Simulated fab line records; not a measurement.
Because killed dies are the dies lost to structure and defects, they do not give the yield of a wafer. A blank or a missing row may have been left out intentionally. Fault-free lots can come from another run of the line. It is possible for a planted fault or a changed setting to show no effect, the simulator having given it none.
Split-lot experiment | flow n5Finfet | route with 1938 steps; 7 lots, 21 wafers read

ON THE SPLIT
At N5_BEOL_M1_TRENCH_ETCH_37 (etches SiOC in C4F6/O2, target depth 55.207 nm, time 29 s), the setting biasW was moved away from the recipe's 185 W on 9 of the 21 wafers read, by -14.3% to +11.4%. The other wafers ran this setting at the recipe's value.

FROM THE SPLIT TO THE READING: what the file shows between them, 2 steps
- N5_BEOL_M1_ETCH_41: etches SiCN in CH3F/O2, target depth 31.9 nm, time 57.8 s
- N5_BEOL_M1_STRIP_97: strips in N2/H2, time 10 s

THE READING
trenchDepthNm, in nm, at N5_BEOL_M1_OCD_MEAS_38. On this fab line, fault-free wafers typically give 54.9 nm with a standard deviation of 0.68 nm.

wafer  | tool, chamber at the split | biasW as run, W | against the recipe | trenchDepthNm, nm | against lot-mates on the recipe
L074.3 | rieDiel-01, 3              | 203.4           | +9.9%              | 57.3              | +2.2
L074.5 | rieDiel-01, 2              | 185             | recipe             | 54.8              | -
L074.6 | rieDiel-01, 3              | 185             | recipe             | 55.4              | -
L075.2 | rieDiel-06, 0              | 185             | recipe             | 56.2              | -
L075.4 | rieDiel-06, 2              | 198.2           | +7.1%              | 56.0              | -0.4
L075.6 | rieDiel-06, 0              | 185             | recipe             | 56.5              | -
L077.2 | rieDiel-06, 0              | 160.4           | -13.3%             | 52.1              | -3.3
L077.3 | rieDiel-06, 1              | 160.4           | -13.3%             | 52.9              | -2.5
L077.4 | rieDiel-06, 3              | 185             | recipe             | 55.4              | -
L079.1 | rieDiel-05, 1              | 185             | recipe             | 54.5              | -
L079.2 | rieDiel-05, 3              | 206.1           | +11.4%             | 55.9              | +1.4
L079.6 | rieDiel-05, 0              | 206.1           | +11.4%             | 57.8              | +3.3
L085.2 | rieDiel-05, 0              | 185             | recipe             | 54.9              | -
L085.5 | rieDiel-05, 3              | 185             | recipe             | 54.5              | -
L085.6 | rieDiel-05, 2              | 185             | recipe             | 54.1              | -
L089.1 | rieDiel-06, 3              | 185             | recipe             | 54.7              | -
L089.3 | rieDiel-06, 0              | 200.2           | +8.2%              | 57.1              | +2.4
L089.6 | rieDiel-06, 3              | 200.2           | +8.2%              | 57.6              | +2.9
L097.1 | rieDiel-05, 2              | 158.6           | -14.3%             | 53.0              | -2.1
L097.2 | rieDiel-05, 3              | 185             | recipe             | 55.0              | -
L097.4 | rieDiel-05, 0              | 185             | recipe             | 55.2              | -

THE FIT
A straight line over all 21 wafers: trenchDepthNm changes by +0.185 nm for each +1% of biasW; r = +0.89; the points scatter about the line by 0.71 nm.
The same after taking each lot's own level away (the mean of its wafers on the recipe; 21 wafers): +0.202 nm for each +1%; r = +0.91; scatter 0.68 nm.
Per that fit: largest biasW move, reading shift of 2.9 nm.
From 54.50 to 56.35 nm: that is the span of the lots' own levels, equal to 2.7 times the standard deviation above.
Consequently the slope shifts little with the lot-to-lot level, the two slopes agreeing.
Check: with one of the wafers moved furthest among these (-14.3%) left out of the fit, the line predicts -3.1 nm for it against its lot-mates. Against them it came out at -2.1 nm.
Tool readings at the split's step, against how far the setting was moved: rfVppV r = +0.97.

OTHER SPLITS ON THESE WAFERS
These wafers also went through other splits before the reading. Each is held against what the fit with the lots' levels taken away leaves over:
other split on the same wafers          | wafers away from the commonest value | r with trenchDepthNm (lot level and that fit taken away)
N5_BEOL_M0_SAQP_DEVELOP_13 developTimeS | 8                                    | -0.27
N5_BEOL_M0_ETCH_138 sourceW             | 5                                    | +0.02
N5_BEOL_M0_ETCH_109 biasW               | 6                                    | -0.07

THE WHOLE CHAIN: every reading that the file lists as answering this split, in the file's order
step                      | what it does                                              | reading                                                                 | change (the file's fit)               | r (the file's)
N5_BEOL_M1_TRENCH_ETCH_37 | etches SiOC in C4F6/O2, target depth 55.207 nm, time 29 s | rfVppV                                                                  | +5.73 V for each +1% of the setting   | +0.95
N5_BEOL_M1_TRENCH_ETCH_37 | etches SiOC in C4F6/O2, target depth 55.207 nm, time 29 s | BEOL_M1.featureDepthNm (the simulator's own value, which no gauge read) | +0.175 nm for each +1% of the setting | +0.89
N5_BEOL_M1_TRENCH_ETCH_37 | etches SiOC in C4F6/O2, target depth 55.207 nm, time 29 s | etch.depthNm (the simulator's own value, which no gauge read)           | +0.176 nm for each +1% of the setting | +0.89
N5_BEOL_M1_OCD_MEAS_38    |                                                           | trenchDepthNm                                                           | +0.189 nm for each +1% of the setting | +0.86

THE FILE'S OWN FIT
trenchDepthNm changes by +0.189 nm for each +1% of biasW, r = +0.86.
